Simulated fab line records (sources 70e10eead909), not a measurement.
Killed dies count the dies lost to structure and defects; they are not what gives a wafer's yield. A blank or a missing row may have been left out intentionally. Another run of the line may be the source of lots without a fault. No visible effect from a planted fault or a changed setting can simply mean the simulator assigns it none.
Which tool was responsible? -- flow nandHarc -- Sampling: 13 lots, 38 wafers, 5 of 1302 route steps

== WHAT EACH GAUGE READ, for each wafer ==
NHARC_END_SORT_01. Usual: killedAtArray 59, standard deviation 16; killedAtOther 0.8, standard deviation 1.1; killedAtPeriphery 3.6, standard deviation 2.4; killedDies 64, standard deviation 16; killedOpen 3.4, standard deviation 1.8; killedShort 2.5, standard deviation 1.6.
lot,measured,on,killedAtArray,killedAtOther,killedAtPeriphery,killedDies,killedOpen,killedShort,flag
L839,day 24 12:20,prober-01,86 101 78,0 0 0,6 5 4,92 106 82,5 3 4,6 2 2,
L841,day 25 05:31,prober-02,68 81 87,0 0 0,4 2 0,72 83 87,2 3 4,4 2 3,
L842,day 25 12:31,prober-02,85 82 82,0 0 0,3 3 5,88 85 87,5 6 5,3 2 0,
L844,day 26 13:35,prober-02,61 60 55,1 1 1,6 1 1,68 62 57,5 2 4,2 4 3,
L846,day 27 08:58,prober-01,70 47 48,0 0 0,0 3 0,70 50 48,1 7 0,2 3 0,
L847,day 28 12:52,prober-02,57 58 54,1 3 2,10 8 7,68 69 63,2 7 4,1 2 2,
L850,day 29 10:19,prober-01,85 68 77,1 1 0,1 2 4,87 71 81,2 3 4,3 2 3,
L851,day 29 18:07,prober-01,21 37 39,0 1 0,2 2 5,23 40 44,1 4 2,1 1 5,
L849,day 30 02:42,prober-02,67 67 61,0 0 1,4 3 2,71 70 64,6 5 0,0 4 2,
L853,day 30 13:25,prober-01,40 38 51,0 0 0,4 7 7,44 45 58,4 3 5,1 0 6,
L860,day 33 13:08,prober-02,48 199 44,2 4 2,10 4 5,60 207 51,2 4 1,2 1 1,
L861,day 33 11:26,prober-01,184 68 64,0 0 0,1 3 3,185 71 67,6 2 5,1 2 3,

== WHICH TOOL RAN EACH LOT (tool, then ch and the chambers of the sampled wafers, then the start) ==
lot,NHARC_A_STAIRCASE_ETCH_192,NHARC_A_STAIRCASE_ETCH_194,NHARC_A_STAIRCASE_ETCH_201,NHARC_A_STAIRCASE_STRIP_205
L839,"rieDiel-10 ch 1,2,3, day 15 23:22 or earlier","rieDiel-10 ch 0,1,2, day 15 23:22","rieDiel-08 ch 1,2,3, day 16 01:13 or earlier","plasmaAsher-02 ch 0,1, day 16 01:13"
L841,"rieDiel-03 ch 0,2,3, day 16 15:24 or earlier","rieDiel-03 ch 1,2,3, day 16 15:24","rieDiel-03 ch 1,2,3, day 16 16:43 or earlier","plasmaAsher-02 ch 0,1, day 16 16:43"
L842,"rieDiel-08 ch 0,1, day 16 22:00 or earlier","rieDiel-08 ch 0,2, day 16 22:00","rieDiel-08 ch 0,1,3, day 16 23:30 or earlier","plasmaAsher-02 ch 0,1, day 16 23:30"
L844,"rieDiel-03 ch 1,3, day 18 06:46 or earlier","rieDiel-03 ch 2,3, day 18 06:46","rieDiel-03 ch 1,2,3, day 18 08:10 or earlier","plasmaAsher-02 ch 0,1, day 18 08:10"
L846,"rieDiel-03 ch 2,3, day 19 02:05 or earlier","rieDiel-03 ch 0,2, day 19 02:05","rieDiel-08 ch 2,3, day 19 03:26 or earlier","plasmaAsher-02 ch 0,1, day 19 03:26"
L847,"rieDiel-08 ch 2,3, day 19 19:02 or earlier","rieDiel-08 ch 1,2, day 19 19:02","rieDiel-03 ch 2,3, day 19 20:43 or earlier","plasmaAsher-01 ch 0,1, day 19 20:43"
L850,"rieDiel-10 ch 0,2,3, day 20 13:45 or earlier","rieDiel-10 ch 0,1,2, day 20 13:45","rieDiel-10 ch 0,2,3, day 20 15:16 or earlier","plasmaAsher-02 ch 0,1, day 20 15:16"
L851,"rieDiel-08 ch 1,3, day 20 15:01 or earlier","rieDiel-08 ch 0,3, day 20 15:01","rieDiel-10 ch 0,2,3, day 20 16:16 or earlier","plasmaAsher-02 ch 0,1, day 20 16:16"
L849,"rieDiel-10 ch 2,3, day 20 20:09 or earlier","rieDiel-10 ch 0,3, day 20 20:09","rieDiel-08 ch 0,1,2, day 20 21:23 or earlier","plasmaAsher-01 ch 0,1, day 20 21:23"
L853,"rieDiel-10 ch 0,2,3, day 22 05:38 or earlier","rieDiel-10 ch 0,3, day 22 05:38","rieDiel-08 ch 0,2, day 22 06:52 or earlier","plasmaAsher-02 ch 0,1, day 22 06:52"
L858,"rieDiel-03 ch 0,3, day 23 18:34 or earlier","rieDiel-03 ch 1,3, day 23 18:34","rieDiel-03 ch 0,1, day 23 20:29 or earlier","plasmaAsher-01 ch 0,1, day 23 20:29"
L860,"rieDiel-03 ch 2,3, day 25 00:10 or earlier","rieDiel-03 ch 1,2, day 25 00:10","rieDiel-03 ch 0,3, day 25 01:48 or earlier","plasmaAsher-02 ch 0,1, day 25 01:48"
L861,"rieDiel-03 ch 0,3, day 25 01:05 or earlier","rieDiel-03 ch 1,3, day 25 01:05","rieDiel-08 ch 0,1,2, day 25 02:20 or earlier","plasmaAsher-02 ch 0, day 25 02:20"
- NHARC_A_STAIRCASE_ETCH_192: etches the open film in C4F8/O2, target depth 100 nm, time 40.5 s.
- NHARC_A_STAIRCASE_ETCH_194: etches the open film in C4F8/O2, target depth 100 nm, time 40.5 s.
- NHARC_A_STAIRCASE_ETCH_201: etches the open film in C4F8/O2, target depth 100 nm, time 40.5 s.
- NHARC_A_STAIRCASE_STRIP_205: strips in O2.

== AS READ BY THE TOOLS THEMSELVES (means over the sampled wafers that have a number; for cases with no such wafer, the mark the record gives instead) ==
NHARC_A_STAIRCASE_ETCH_192. Usual: oesProductAu 0.941 a.u., standard deviation 0.011; rfVppV 896 V, standard deviation 6.3; runLengthS 61.9 s, standard deviation 0.51.
lot,tool,oesProductAu (a.u.),rfVppV (V),runLengthS (s),flag
L839,rieDiel-10,0.945,891,61.3,
L841,rieDiel-03,0.937,895,62.1,
L842,rieDiel-08,0.957,901,62.2,
L844,rieDiel-03,0.919,894,61.9,
L846,rieDiel-03,0.933,889,61.9,
L847,rieDiel-08,0.955,896,61.9,
L850,rieDiel-10,0.942,898,61.5,
L851,rieDiel-08,0.943,895,62.6,
L849,rieDiel-10,0.934,898,61.0,
L853,rieDiel-10,0.941,897,61.5,
L858,rieDiel-03,0.948,898,62.3,
L860,rieDiel-03,0.929,899,62.1,
L861,rieDiel-03,0.935,897,62.2,

NHARC_A_STAIRCASE_ETCH_194. Usual: oesProductAu 0.941 a.u., standard deviation 0.012; rfVppV 896 V, standard deviation 6.5; runLengthS 61.9 s, standard deviation 0.5.
lot,tool,oesProductAu (a.u.),rfVppV (V),runLengthS (s),flag
L839,rieDiel-10,0.938,893,61.6,
L841,rieDiel-03,0.939,891,62.0,
L842,rieDiel-08,0.945,900,62.2,
L844,rieDiel-03,0.927,892,62.0,
L846,rieDiel-03,0.935,897,62.1,
L847,rieDiel-08,0.956,900,61.9,
L850,rieDiel-10,0.933,892,61.5,
L851,rieDiel-08,0.946,892,62.6,
L849,rieDiel-10,0.933,901,61.6,
L853,rieDiel-10,0.949,897,61.9,
L858,rieDiel-03,0.938,892,66.6,OFF
L860,rieDiel-03,0.934,894,65.0,OFF
L861,rieDiel-03,0.933,892,65.1,OFF

NHARC_A_STAIRCASE_ETCH_201. Usual: oesProductAu 0.943 a.u., standard deviation 0.012; rfVppV 896 V, standard deviation 6.4; runLengthS 62.0 s, standard deviation 0.52.
lot,tool,oesProductAu (a.u.),rfVppV (V),runLengthS (s),flag
L839,rieDiel-08,0.957,897,62.1,
L841,rieDiel-03,0.943,890,61.9,
L842,rieDiel-08,0.944,896,62.5,
L844,rieDiel-03,0.929,890,62.0,
L846,rieDiel-08,0.947,892,62.2,
L847,rieDiel-03,0.920,893,62.1,
L850,rieDiel-10,0.929,898,61.8,
L851,rieDiel-10,0.932,898,61.5,
L849,rieDiel-08,0.936,900,62.2,
L853,rieDiel-08,0.956,900,62.3,
L858,rieDiel-03,0.944,894,62.2,
L860,rieDiel-03,0.932,897,62.1,
L861,rieDiel-08,0.958,899,62.1,

NHARC_A_STAIRCASE_STRIP_205. Usual: drypumpMotorCurrentA 6.0 A, standard deviation 0.39; heaterPowerW 340 W, standard deviation 30.
lot,tool,drypumpMotorCurrentA (A),heaterPowerW (W),flag
L839,plasmaAsher-02,6.1,325,
L841,plasmaAsher-02,6.2,326,
L842,plasmaAsher-02,6.1,323,
L844,plasmaAsher-02,6.4,347,
L846,plasmaAsher-02,6.4,341,
L847,plasmaAsher-01,5.7,364,
L850,plasmaAsher-02,6.2,329,
L851,plasmaAsher-02,6.4,346,
L849,plasmaAsher-01,5.7,349,
L853,plasmaAsher-02,6.1,327,
L858,plasmaAsher-01,5.7,332,
L860,plasmaAsher-02,6.1,330,
L861,plasmaAsher-02,6.6,359,

== THE ANSWER, worked out from the rows above alone ==
Rule: a lot counts as off when the mean over its wafers that have a number is more than 3 standard deviations away from the usual mean. Also off: a lot with no number at a reading for which 4 or more lots have one. Any other lot the step has rows for is counted as sound. Order of review: gauges by route order, followed by the tools' own readings, for which a lot's mean as printed above is used. The first step at which some lot is off is used, and at that step the reading that is off furthest; a lot without a number counts as furthest.
Off: L858, L860, L861, at NHARC_A_STAIRCASE_ETCH_194 (runLengthS).
If a tool, at that step or one of the process steps before it, ran each lot that is off and ran no sound lot following the first of them, it fits. Because NHARC_A_STAIRCASE_ETCH_192 lacks a start for some lots, the hours and order of its lots are taken from NHARC_A_STAIRCASE_ETCH_194. One candidate fits, namely rieDiel-03 at NHARC_A_STAIRCASE_ETCH_192 and NHARC_A_STAIRCASE_ETCH_194. At NHARC_A_STAIRCASE_ETCH_192 its last sound lot is L846 (day 19 02:05), its first lot that is off L858 (day 23 18:34): a fault that began between those two fits.

== WHAT THE SIMULATOR HAD INSERTED ==
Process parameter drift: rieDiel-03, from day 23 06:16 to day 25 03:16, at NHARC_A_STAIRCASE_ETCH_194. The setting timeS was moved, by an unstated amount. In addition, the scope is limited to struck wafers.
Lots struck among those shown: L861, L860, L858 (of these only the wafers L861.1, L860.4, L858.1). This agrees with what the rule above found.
